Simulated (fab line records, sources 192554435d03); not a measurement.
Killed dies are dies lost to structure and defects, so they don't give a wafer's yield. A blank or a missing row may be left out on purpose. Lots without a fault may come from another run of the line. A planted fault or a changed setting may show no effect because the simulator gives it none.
Split-lot experiment | flow n5_finfet | 7 lots, 21 wafers read, on a route of 1938 steps

THE SPLIT
At N5_BEOL_M12_COAT_04 (resist thk 400 nm), the setting spin_rpm was moved away from the recipe's 1625 rpm on 10 of the 21 wafers read, by -7.7% to +10.8%. The other wafers ran this setting at the recipe's value.

FROM THE SPLIT TO THE READING: what the file shows between them, 4 steps
- N5_BEOL_M12_EBR_06
- N5_BEOL_M12_SOFTBAKE_05: time 60 s
- N5_BEOL_M12_DESCUM_15: chemistry O2, time 7.9 s
- N5_BEOL_M12_ETCH_59: etches BARC in N2/H2, target depth 89 nm, overetch 26.7 nm, time 67.9 s (also split here: bias_w)

THE READING
coat_of_BEOL_M12_COAT_04.thk_nm (the simulator's own value, which no gauge read), in nm, at N5_BEOL_M12_VIA_ETCH_16 (etches SiOC in C4F8/O2/Ar, target depth 724.8 nm). The file gives no usual value for it. The 11 wafers here that ran the recipe average 125.1 nm, standard deviation 2.8 nm.

wafer  | tool, chamber at the split | spin_rpm as run, rpm | against the recipe | coat_of_BEOL_M12_COAT_04.thk_nm, nm | against lot-mates on the recipe
L080.1 | litho_track-02, 0          | 1537                 | -5.4%              | 135.2                               | +11.0
L080.2 | litho_track-02, 0          | 1625                 | recipe             | 124.2                               | -
L080.5 | litho_track-02, 0          | 1537                 | -5.4%              | 128                                 | +3.8
L087.1 | litho_track-04, 0          | 1801                 | +10.8%             | 105.8                               | -19.4
L087.2 | litho_track-04, 0          | 1625                 | recipe             | 125.6                               | -
L087.4 | litho_track-04, 0          | 1625                 | recipe             | 124.8                               | -
L090.1 | litho_track-03, 0          | 1625                 | recipe             | 133                                 | -
L090.5 | litho_track-03, 0          | 1500                 | -7.7%              | 137.6                               | +7.6
L090.6 | litho_track-03, 0          | 1625                 | recipe             | 127                                 | -
L091.1 | litho_track-04, 0          | 1714                 | +5.5%              | 109.2                               | -13.2
L091.5 | litho_track-04, 0          | 1714                 | +5.5%              | 111.8                               | -10.6
L091.6 | litho_track-04, 0          | 1625                 | recipe             | 122.4                               | -
L093.1 | litho_track-03, 0          | 1625                 | recipe             | 123.2                               | -
L093.2 | litho_track-03, 0          | 1625                 | recipe             | 124.4                               | -
L093.5 | litho_track-03, 0          | 1625                 | recipe             | 123.4                               | -
L095.1 | litho_track-03, 0          | 1714                 | +5.5%              | 116.4                               | -8.8
L095.3 | litho_track-03, 0          | 1625                 | recipe             | 125.2                               | -
L095.6 | litho_track-03, 0          | 1714                 | +5.5%              | 110.4                               | -14.8
L096.1 | litho_track-04, 0          | 1784                 | +9.8%              | 106.8                               | -15.6
L096.3 | litho_track-04, 0          | 1784                 | +9.8%              | 112                                 | -10.4
L096.6 | litho_track-04, 0          | 1625                 | recipe             | 122.4                               | -

THE FIT
A straight line over all 21 wafers: coat_of_BEOL_M12_COAT_04.thk_nm changes by -1.72 nm for each +1% of spin_rpm; r = -0.93; the points scatter about the line by 3.4 nm.
The same after taking each lot's own level away (the mean of its wafers on the recipe; 21 wafers): -1.52 nm for each +1%; r = -0.94; scatter 2.8 nm.
On that fit, the largest move of spin_rpm shifts the reading by 16 nm.
The lots' own levels span 122.40 to 130.00 nm, that is 2.7 times the standard deviation above.
So the lot-to-lot level changes the slope: the two fits differ.
Check: with one of the wafers moved furthest among these (+10.8%) left out of the fit, the line predicts -16.8 nm for it against its lot-mates. It came out at -19.4 nm against them.

OTHER SPLITS ON THESE WAFERS
These wafers also went through other splits before the reading. Each is held against what the fit with the lots' levels taken away leaves over:
other split on the same wafers    | wafers away from the commonest value | r with coat_of_BEOL_M12_COAT_04.thk_nm (lot level and that fit taken away)
N5_BEOL_M9_ILD_DEP_00 time_s      | 9                                    | -0.25
N5_BEOL_M9_HM_DEP_02 target_thk_a | 7                                    | -0.18
N5_BEOL_M9_EXPOSE_25 dose_mj      | 2                                    | -0.43
N5_BEOL_M10_COAT_05 spin_rpm      | 10                                   | +0.16
N5_BEOL_M11_COAT_05 spin_rpm      | 8                                    | +0.12
N5_BEOL_M11_ETCH_62 bias_w        | 8                                    | -0.08
N5_BEOL_M12_ETCH_59 bias_w        | 7                                    | -0.42

THE WHOLE CHAIN: every reading that the file lists as answering this split, in the file's order
step                    | what it does                                     | reading                                                                          | change (the file's fit)              | r (the file's)
N5_BEOL_M12_COAT_04     | resist thk 400 nm                                | coat_of_BEOL_M12_COAT_04.thk_nm (the simulator's own value, which no gauge read) | -1.95 nm for each +1% of the setting | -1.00
N5_BEOL_M12_DESCUM_15   | chemistry O2, time 7.9 s                         | coat_of_BEOL_M12_COAT_04.thk_nm (the simulator's own value, which no gauge read) | -1.96 nm for each +1% of the setting | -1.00
N5_BEOL_M12_VIA_ETCH_16 | etches SiOC in C4F8/O2/Ar, target depth 724.8 nm | coat_of_BEOL_M12_COAT_04.thk_nm (the simulator's own value, which no gauge read) | -1.56 nm for each +1% of the setting | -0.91
N5_BEOL_M12_STRIP_63    | strips in N2/H2                                  | strip_time_to_endpoint_s                                                         | withheld for each +1% of the setting | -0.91

THE FILE'S OWN FIT
coat_of_BEOL_M12_COAT_04.thk_nm changes by -1.56 nm for each +1% of spin_rpm, r = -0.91.
